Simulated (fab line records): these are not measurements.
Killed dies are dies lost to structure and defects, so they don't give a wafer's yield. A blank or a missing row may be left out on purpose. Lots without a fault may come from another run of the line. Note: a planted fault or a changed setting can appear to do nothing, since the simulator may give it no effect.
fab line records + flow n5-finfet
record:
- lots: 4
- wafers: 11
- last-day: 16
route steps=1938 shown MOL_CONTACT_COAG@623 BEOL_M0_SAQP@632 BEOL_M4@1111 PASSIVATION@1936
lots with no fault: from the same line, run without faults
start-h: the number of hours between the record's first day and the start of the first shown wafer of the lot + wait-h: hours since the lot's step before + " as in the row above + L1.1+2: a row that stands for several wafers + - no value, or no start given + * or withheld: withheld + < > ~ a bound
route shown NAME@n: a module of which the file shows steps, and the number in the route of the first + usual: mean/standard deviation taken from wafers without a fault + same: alike in all rows + chamber/n: place in a boat + sites: readings site by site + _std_site: the standard deviation of these + _edge_site: the outer-site mean with the inner-site mean subtracted + radius-mm: for every site, how far away it sits from the centre of the wafer + mask NAME#n: copy n + behind: the most recent tool/chamber to have shaped the wafer + hold: cause of the lot's hold/its duration in hours/its outcome + device: the n, p or np transistor that did not switch + end of line: tests of these same wafers at the route's end + a step with no rows: only its recipe + killed: dies that structure and defects cost at the first sort, which is not the same as the wafer's yield + map: a wafer's dies, x killed, . not, _ none there
set.NAME: the setting the step ran with; set.NAME@STEP: the setting that earlier step ran with + model.NAME: the simulator's own value behind a step, which no gauge read
a table for each step, a row for each wafer; lots at some steps of the route
== steps ==
step: N5_MOL_CONTACT_COAG_PRE_CLEAN_121
recipe:
- gas: H2/He
- time-s: *
- temp-c: withheld
step: N5_MOL_CONTACT_COAG_CVD_140
recipe:
- material: W
- target-thk-a: 665
- mode: selective-fill
- temp-c: 300
- time-s: 215
step: N5_MOL_CONTACT_COAG_PRECLEAN_127
recipe:
- chemistry: DIW
- time-s: 57.5
- temp-c: 23
step: N5_MOL_CONTACT_COAG_SRD_128
recipe:
- dry-time-s: 32
- dry: n2-spin
- spin-rpm: 1500
step: N5_MOL_CONTACT_COAG_CMP_52
recipe:
- stop-on: SiO2
- t-overpolish-s: 1.5
- post-cmp-clean: w-dilute-nh4oh
- down-force-psi: 4
- platen-rpm: 50.289
- pad-velocity-m-s: 1.0006
- target-thk-nm: 66.5
step: N5_MOL_CONTACT_COAG_ANNEAL_112
recipe:
- temp-c: 400
- time-s: 1800
- ambient: HPD2
- pressure-atm: 10
step: N5_BEOL_M0_SAQP_PECVD_00
recipe:
- material: SiCN
- target-thk-a: 80
- temp-c: withheld
- precursor: 3MS/NH3
- pressure-torr: 3
- rf-w: 202
- time-s: 14
step: N5_BEOL_M0_SAQP_ILD_DEP_01
recipe:
- material: SiOC
- target-thk-a: 454.19
- temp-c: 350
- precursor: DEMS/O2
- pressure-torr: 5
- rf-w: 500
- time-s: 8.7
step: N5_BEOL_M0_SAQP_HM_DEP_02
recipe:
- material: TiN
- target-thk-a: 120
- temp-c: 25
- chamber-pressure-pa: 0.49996
usual:
- throttle-valve-pct: 29.8/0.79
| lot.wafer | tool           | chamber | start-h | wait-h | throttle-valve-pct | model.TiN_of_BEOL_M0_SAQP_HM_DEP_02.thk-nm |
|-----------|----------------|---------|---------|--------|--------------------|--------------------------------------------|
| L756.2    | pvd-sputter-02 | -       | 158.74  | 2.7    | 28.9               | 12                                         |
| L756.3    | "              | -       | "       | "      | 28.2               | 12                                         |
| L756.5    | "              | -       | "       | "      | 28.1               | 12                                         |
| L760.1    | pvd-sputter-01 | -       | 184.24  | 1.3    | 30.6               | 12.2                                       |
| L760.2    | "              | -       | "       | "      | 30.1               | 12                                         |
| L760.5    | "              | -       | "       | "      | 29.0               | 11.8                                       |
| L764.4    | pvd-sputter-01 | -       | 207.24  | 2.8    | 29.6               | 21.8                                       |
| L764.5    | "              | -       | "       | "      | 31.0               | 12.4                                       |
| L764.6    | "              | -       | "       | "      | 29.4               | 11.8                                       |
| L765.3    | pvd-sputter-01 | -       | 216.66  | 0.7    | 30.8               | 22.4                                       |
| L765.4    | "              | -       | "       | "      | 30.2               | 22                                         |
step: N5_BEOL_M0_SAQP_PECVD_03
recipe:
- material: SiCN
- target-thk-a: 120
- temp-c: withheld
- precursor: 3MS/NH3
- pressure-torr: 3
- rf-w: 202
- time-s: 21.1
step: N5_BEOL_M0_SAQP_PECVD_96
recipe:
- material: a-Si
- target-thk-a: 450
- temp-c: 350
- precursor: SiH4/He
- pressure-torr: 3
- rf-w: 100
- time-s: 45.2
step: N5_BEOL_M0_SAQP_PECVD_97
recipe:
- material: SiNx
- target-thk-a: 230
- temp-c: 350
- precursor: SiH4/NH3/N2
- pressure-torr: 1.5
- rf-w: 300
- time-s: 19.9
step: N5_BEOL_M0_SAQP_PECVD_04
recipe:
- material: a-Si
- target-thk-a: 600
- temp-c: 350
- precursor: SiH4/He
- pressure-torr: 3
- rf-w: 100
- time-s: 60.2
step: N5_BEOL_M0_SAQP_HM_DEP_111
recipe:
- material: SiO2
- target-thk-a: 120
- temp-c: 400
- precursor: SiH4/N2O
- pressure-torr: 0.75
- rf-w: 275
- time-s: 7.2
step: N5_BEOL_M0_SAQP_COAT_81
recipe:
- resist: SOC
- temp-c: 250
- time-s: 60
- spin-rpm: 1500
- resist-thk-nm: 100
step: N5_BEOL_M0_SAQP_COAT_82
recipe:
- resist: SiARC
- temp-c: 220
- time-s: 60
- spin-rpm: 1500
- resist-thk-nm: 30
step: N5_BEOL_M0_SAQP_COAT_08
recipe:
- resist: CAR-ArF
- spin-rpm: 1500
- resist-thk-nm: 90
step: N5_BEOL_M0_SAQP_EBR_10
recipe:
- solvent: PGMEA
- ebr-width-mm: 1.5
step: N5_BEOL_M0_SAQP_SOFTBAKE_09
recipe:
- temp-c: 110
- time-s: 60
- resist: CAR-ArF
step: N5_BEOL_M0_SAQP_EXPOSE_11
recipe:
- mask-id: M0_CORE
- na: 1.35
- source-shape: dipole
- sigma-inner: 0.538
- sigma-outer: 0.738
- polarization: te
- target-cd-nm: 42
- dose-mj: 55
step: N5_BEOL_M0_SAQP_PEB_12
recipe:
- peb-temp-c: withheld
- peb-time-s: 60
- resist: CAR-ArF
step: N5_BEOL_M0_SAQP_DEVELOP_13
recipe:
- develop-time-s: 30
- developer: TMAH
- resist: CAR-ArF
- dev-temp-c: 23
- rinse-liquid: diw
- dry: air-spin
step: N5_BEOL_M0_SAQP_DESCUM_19
recipe:
- chemistry: O2
- time-s: 7.9
- source-power-w: 50
- bias-power-w: 20
- pressure-mtorr: 20
- rf-frequency-hz: 2.712e+07
- temp-c: 40
- resist: CAR-ArF
- o2-flow-sccm: 225
step: N5_BEOL_M0_SAQP_ETCH_83
recipe:
- chemistry: CF4
- target: SiARC
- target-depth-a: 390
- mask-material: CAR-ArF
- time-s: 65
- ion-energy-ev: 80
- pressure-mtorr: 40
- source-w: 545
- bias-w: 36
- Ar_flow_sccm: 100
- cf4-flow-sccm: 100
- ends: cleared
step: N5_BEOL_M0_SAQP_ETCH_84
recipe:
- chemistry: N2/H2
- target: SOC
- target-depth-a: 1000
- overetch-a: 200
- mask-material: SiARC
- temp-c: 40
- time-s: 150
- ion-energy-ev: 200
- pressure-mtorr: 30
- source-w: 840
- bias-w: 150
- n2-flow-sccm: 200
- h2-flow-sccm: 200
step: N5_BEOL_M0_SAQP_STRIP_80
recipe:
- chemistry: N2/H2
- temp-c: 40
- n2-flow-sccm: 200
- h2-flow-sccm: 200
- rf-frequency-hz: 6e+07
step: N5_BEOL_M0_SAQP_HM_OPEN_112
recipe:
- chemistry: CHF3/O2
- target: SiO2
- stop-on: a-Si
- target-depth-a: 120
- over-etch-frac: 1.25
- mask-material: SOC
- time-s: 13.5
- pressure-mtorr: 30
- source-w: 650
- bias-w: 170
- Ar_flow_sccm: 200
- CHF3_flow_sccm: 50
- O2_flow_sccm: 5
- ion-energy-ev: 200
- ends: end-point
step: N5_BEOL_M0_SAQP_STRIP_113
recipe:
- chemistry: CHF3/O2
- resist: SiARC
- rf-frequency-hz: 6e+07
step: N5_BEOL_M0_SAQP_MANDREL_ETCH_20
recipe:
- target-depth-a: 600
- chemistry: HBr/Cl2
- target: a-Si
- stop-on: SiNx
- bt-time-s: 10
- mask-material: SOC
- over-etch-frac: 0.5
- time-s: 30
- pressure-mtorr: 10
- icp-w: 800
- bias-w: 75
- HBr_flow_sccm: 150
- Cl2_flow_sccm: 80
- ends: end-point
step: N5_BEOL_M0_SAQP_STRIP_86
recipe:
- chemistry: N2/H2
- power-w: 500
- temp-c: 40
- pressure-mtorr: 50
- rf-frequency-hz: 6e+07
- overash-fraction: 0.3
- bias-power-w: 28
- h2-frac: 0.5
- n2-flow-sccm: 300
- h2-flow-sccm: 300
step: N5_BEOL_M0_SAQP_STRIP_115
recipe:
- chemistry: post-etch-residue-remover
- time-s: 60
- temp-c: 25
- remover-ph: withheld
- remover-water-wt-pct: withheld
- remover-fluoride-wt-pct: withheld
step: N5_BEOL_M0_SAQP_SRD_93
recipe:
- dry: ipa-marangoni
- time-s: 30
- temp-c: 23
- rinse-liquid: diw
step: N5_BEOL_M0_SAQP_RECESS_114
recipe:
- chemistry: HF/NH3
- target: SiO2
- target-depth-a: 144
- afs-cycles: 3
- temp-c: 30
- sublimation-temp-c: 180
- sublimation-time-s: 60
step: N5_BEOL_M0_SAQP_SPACER1_ALD_98
recipe:
- material: SiO2
- target-thk-a: 128
- temp-c: 300
- ald-precursor-family: BDEAS
- ald-co-reactant: O2-plasma
- pulse-time-s: 1
- purge-time-s: 2
- co-reactant-purge-time-s: 2
- ald-cycles: 138
- pressure-torr: 2
step: N5_BEOL_M4_RC_MEAS_101
usual:
- DIBL_N: 37.4/2.1
- DIBL_P: 37.8/2.5
- IOFF_N: 0.19/0.045
- IOFF_P: 0.24/0.05
- ION_N: 682/16
- ION_P: 467/11
- SS_N: 71.9/0.67
- SS_P: 73.6/0.76
- VT_N: 247/3.6
- VT_P: -248/3.6
| lot.wafer | tool      | chamber | start-h | wait-h | DIBL_N[mV/V] | DIBL_P[mV/V] | IOFF_N[nA/um] | IOFF_P[nA/um] | ION_N[uA/um] | ION_P[uA/um] | SS_N[mV/dec] | SS_P[mV/dec] | VT_N[mV] | VT_P[mV] |
|-----------|-----------|---------|---------|--------|--------------|--------------|---------------|---------------|--------------|--------------|--------------|--------------|----------|----------|
| L756.2    | prober-01 | 0       | 217.81  | 0.2    | 40.1         | 40.0         | 0.25          | 0.29          | 682          | 461          | 72.8         | 74.2         | 244      | -242     |
| L756.3    | "         | 0       | "       | "      | 37.8         | 38.8         | 0.20          | 0.29          | 706          | 489          | 72.2         | 73.7         | 246      | -242     |
| L756.5    | "         | 0       | "       | "      | 39.9         | 40.3         | 0.26          | 0.32          | 705          | 475          | 72.5         | 74.4         | 244      | -244     |
| L760.1    | prober-01 | 0       | 245.60  | 0.0    | 36.6         | 37.9         | 0.19          | 0.22          | 702          | 482          | 71.5         | 72.8         | 248      | -251     |
| L760.2    | "         | 0       | "       | "      | 37.0         | 37.3         | 0.17          | 0.21          | 688          | 470          | 72.2         | 73.3         | 250      | -251     |
| L760.5    | "         | 0       | "       | "      | 38.4         | 40.5         | 0.19          | 0.27          | 685          | 470          | 71.9         | 74.3         | 248      | -249     |
| L764.5    | prober-02 | 0       | 278.51  | 0.6    | 35.5         | 37.2         | 0.16          | 0.24          | 666          | 464          | 70.8         | 74.1         | 249      | -247     |
| L764.6    | "         | 0       | "       | "      | 36.3         | 37.7         | 0.18          | 0.25          | 696          | 480          | 71.7         | 74.1         | 248      | -246     |
step: N5_PASSIVATION_PROBE_49
usual:
- defect-limited-yield: 90.9/1.6
- killed_at_M0_to_M3: 34/10
- killed_at_M4_up: 13/5.4
- killed-at-contacts: 13/6
- killed-at-front-end: 42/13
- killed-at-other: 4/3.2
- killed-dies: 107/18
- killed-on-rim: 14/4.2
- killed-open: 69/14
- killed-short: 35/7.7
- sort_bin_4_leakage: 0.02/0.17
- sort_bin_5_function: 5.3/1
- sort_bin_6_memory: 3.3/0.75
- sort-n-pass: 1073/19
- sort-yield-pct: 90.9/1.6
same:
- gross-dies: 1180
- killed-at-back-side: 0
- sort_bin_8_speed[%]: 0
| lot.wafer | tool      | chamber | start-h | wait-h | defect-limited-yield[%] | killed_at_M0_to_M3 | killed_at_M4_up | killed-at-contacts | killed-at-front-end | killed-at-other | killed-dies | killed-on-rim | killed-open | killed-short | sort_bin_4_leakage[%] | sort_bin_5_function[%] | sort_bin_6_memory[%] | sort-n-pass | sort-yield-pct[%] |
|-----------|-----------|---------|---------|--------|-------------------------|--------------------|-----------------|--------------------|---------------------|-----------------|-------------|---------------|-------------|--------------|-----------------------|------------------------|----------------------|-------------|-------------------|
| L764.4    | prober-02 | -       | 374.81  | 0.2    | 0                       | 1086               | 23              | 7                  | 61                  | 3               | 1180        | 152           | 88          | 34           | 0                     | 95.7                   | 4.1                  | 0           | 0                 |
| L765.3    | prober-01 | -       | 388.70  | 0.1    | 0                       | 1120               | 24              | 8                  | 26                  | 2               | 1180        | 152           | 77          | 23           | 0                     | 96.4                   | 3.3                  | 0           | 0                 |
| L765.4    | prober-01 | -       | 388.75  | 0.2    | 0                       | 1121               | 17              | 9                  | 25                  | 8               | 1180        | 152           | 66          | 41           | 0                     | 96.1                   | 3.7                  | 0           | 0                 |
killed by level:class
L764.4 BEOL_M0_SAQP:area-dep=1047 STI_FIN_REVEAL:geometric-particle:open=15 BEOL_M4:geometric-particle:open=13 FIN_CUT:area-etch=10 BEOL_M3:geometric-particle:open=9 BEOL_M0_SAQP:geometric-particle:open=8 BEOL_M0_SAQP:geometric-particle:short=7 BEOL_M1:geometric-particle:open=7
L765.3 BEOL_M0_SAQP:area-dep=1077 BEOL_M4:geometric-particle:open=20 BEOL_M0_SAQP:geometric-particle:open=11 BEOL_M0_SAQP:geometric-particle:short=8 BEOL_M2:geometric-particle:open=7 FIN_SAQP:geometric-particle:open=6 MOL_CONTACT_COAG:geometric-particle:open=6 BEOL_M3:geometric-particle:open=6
L765.4 BEOL_M0_SAQP:area-dep=1072 BEOL_M0_SAQP:geometric-particle:open=15 BEOL_M0_SAQP:geometric-particle:short=11 BEOL_M1:geometric-particle:open=9 GATE_CUT:geometric-particle:short=7 BEOL_M4:geometric-particle:open=7 PAD_METAL:geometric-particle:short=6 DUMMY_GATE:geometric-particle:open=5
map L764.4 (x killed, . not)
_________________xxxxxxxxxxxx________________
______________xxxxxxxxxxxxxxxxxx_____________
___________xxxxxxxxxxxxxxxxxxxxxxxx__________
__________xxxxxxxxxxxxxxxxxxxxxxxxxx_________
________xxxxxxxxxxxxxxxxxxxxxxxxxxxxxx_______
_______xxxxxxxxxxxxxxxxxxxxxxxxxxxxxxxx______
______xxxxxxxxxxxxxxxxxxxxxxxxxxxxxxxxxx_____
_____xxxxxxxxxxxxxxxxxxxxxxxxxxxxxxxxxxxx____
____xxxxxxxxxxxxxxxxxxxxxxxxxxxxxxxxxxxxxx___
___xxxxxxxxxxxxxxxxxxxxxxxxxxxxxxxxxxxxxxxx__
___xxxxxxxxxxxxxxxxxxxxxxxxxxxxxxxxxxxxxxxx__
__xxxxxxxxxxxxxxxxxxxxxxxxxxxxxxxxxxxxxxxxxx_
__xxxxxxxxxxxxxxxxxxxxxxxxxxxxxxxxxxxxxxxxxx_
_xxxxxxxxxxxxxxxxxxxxxxxxxxxxxxxxxxxxxxxxxxxx
_xxxxxxxxxxxxxxxxxxxxxxxxxxxxxxxxxxxxxxxxxxxx
_xxxxxxxxxxxxxxxxxxxxxxxxxxxxxxxxxxxxxxxxxxxx
_xxxxxxxxxxxxxxxxxxxxxxxxxxxxxxxxxxxxxxxxxxxx
_xxxxxxxxxxxxxxxxxxxxxxxxxxxxxxxxxxxxxxxxxxxx
_xxxxxxxxxxxxxxxxxxxxxxxxxxxxxxxxxxxxxxxxxxxx
_xxxxxxxxxxxxxxxxxxxxxxxxxxxxxxxxxxxxxxxxxxxx
_xxxxxxxxxxxxxxxxxxxxxxxxxxxxxxxxxxxxxxxxxxxx
__xxxxxxxxxxxxxxxxxxxxxxxxxxxxxxxxxxxxxxxxxx_
__xxxxxxxxxxxxxxxxxxxxxxxxxxxxxxxxxxxxxxxxxx_
___xxxxxxxxxxxxxxxxxxxxxxxxxxxxxxxxxxxxxxxx__
___xxxxxxxxxxxxxxxxxxxxxxxxxxxxxxxxxxxxxxxx__
____xxxxxxxxxxxxxxxxxxxxxxxxxxxxxxxxxxxxxx___
_____xxxxxxxxxxxxxxxxxxxxxxxxxxxxxxxxxxxx____
______xxxxxxxxxxxxxxxxxxxxxxxxxxxxxxxxxx_____
_______xxxxxxxxxxxxxxxxxxxxxxxxxxxxxxxx______
________xxxxxxxxxxxxxxxxxxxxxxxxxxxxxx_______
__________xxxxxxxxxxxxxxxxxxxxxxxxxx_________
___________xxxxxxxxxxxxxxxxxxxxxxxx__________
______________xxxxxxxxxxxxxxxxxx_____________
_________________xxxxxxxxxxxx________________
map L765.3 (x killed, . not)
_________________xxxxxxxxxxxx________________
______________xxxxxxxxxxxxxxxxxx_____________
___________xxxxxxxxxxxxxxxxxxxxxxxx__________
__________xxxxxxxxxxxxxxxxxxxxxxxxxx_________
________xxxxxxxxxxxxxxxxxxxxxxxxxxxxxx_______
_______xxxxxxxxxxxxxxxxxxxxxxxxxxxxxxxx______
______xxxxxxxxxxxxxxxxxxxxxxxxxxxxxxxxxx_____
_____xxxxxxxxxxxxxxxxxxxxxxxxxxxxxxxxxxxx____
____xxxxxxxxxxxxxxxxxxxxxxxxxxxxxxxxxxxxxx___
___xxxxxxxxxxxxxxxxxxxxxxxxxxxxxxxxxxxxxxxx__
___xxxxxxxxxxxxxxxxxxxxxxxxxxxxxxxxxxxxxxxx__
__xxxxxxxxxxxxxxxxxxxxxxxxxxxxxxxxxxxxxxxxxx_
__xxxxxxxxxxxxxxxxxxxxxxxxxxxxxxxxxxxxxxxxxx_
_xxxxxxxxxxxxxxxxxxxxxxxxxxxxxxxxxxxxxxxxxxxx
_xxxxxxxxxxxxxxxxxxxxxxxxxxxxxxxxxxxxxxxxxxxx
_xxxxxxxxxxxxxxxxxxxxxxxxxxxxxxxxxxxxxxxxxxxx
_xxxxxxxxxxxxxxxxxxxxxxxxxxxxxxxxxxxxxxxxxxxx
_xxxxxxxxxxxxxxxxxxxxxxxxxxxxxxxxxxxxxxxxxxxx
_xxxxxxxxxxxxxxxxxxxxxxxxxxxxxxxxxxxxxxxxxxxx
_xxxxxxxxxxxxxxxxxxxxxxxxxxxxxxxxxxxxxxxxxxxx
_xxxxxxxxxxxxxxxxxxxxxxxxxxxxxxxxxxxxxxxxxxxx
__xxxxxxxxxxxxxxxxxxxxxxxxxxxxxxxxxxxxxxxxxx_
__xxxxxxxxxxxxxxxxxxxxxxxxxxxxxxxxxxxxxxxxxx_
___xxxxxxxxxxxxxxxxxxxxxxxxxxxxxxxxxxxxxxxx__
___xxxxxxxxxxxxxxxxxxxxxxxxxxxxxxxxxxxxxxxx__
____xxxxxxxxxxxxxxxxxxxxxxxxxxxxxxxxxxxxxx___
_____xxxxxxxxxxxxxxxxxxxxxxxxxxxxxxxxxxxx____
______xxxxxxxxxxxxxxxxxxxxxxxxxxxxxxxxxx_____
_______xxxxxxxxxxxxxxxxxxxxxxxxxxxxxxxx______
________xxxxxxxxxxxxxxxxxxxxxxxxxxxxxx_______
__________xxxxxxxxxxxxxxxxxxxxxxxxxx_________
___________xxxxxxxxxxxxxxxxxxxxxxxx__________
______________xxxxxxxxxxxxxxxxxx_____________
_________________xxxxxxxxxxxx________________
== key ==
first-sign:
- step: N5_PASSIVATION_PROBE_49
- reading: killed_at_M0_to_M3
- direction: up
- sigmas: 99+
- usual: 34
- struck: 1109
effect:
- step: N5_PASSIVATION_PROBE_49
- reading: sort_bin_5_function
- direction: up
- sigmas: 91
- usual: 5.3
- struck: 96.1
model-effect:
- step: N5_BEOL_M0_SAQP_HM_DEP_02
- value: TiN_of_BEOL_M0_SAQP_HM_DEP_02.thk-nm
- without: 12.07
- struck: 22.07
more-kills-born-at:
- N5_BEOL_M0_SAQP_HM_DEP_02@pvd-sputter-01: 3196
met-at N5_BEOL_M0_SAQP_HM_DEP_02
struck-wafers L764.4,L765.3,L765.4
later-rows-left-out L764.4,L765.3,L765.4
baseline-loss:
- step: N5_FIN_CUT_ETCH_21
- wafers: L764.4
onset-between 184.24 207.24
fault:
- kind: process-parameter-drift
- tool: pvd-sputter-01
- chamber: -
- onset-h: 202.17
- steps: N5_BEOL_M0_SAQP_HM_DEP_02
- channel: target-thk-a
- offset: *
- shape: step
- end-h: 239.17
- scope: struck-wafers-only
- acts-in: *
- stated: *
later-rows-left-out: the simulator's readings of these wafers behind a module that went badly wrong aren't trusted and aren't shown, but for the sort
baseline-loss: these wafers lose ten dies or more at that step, a loss of the line's own and not of a fault; the sort's usual values leave them out
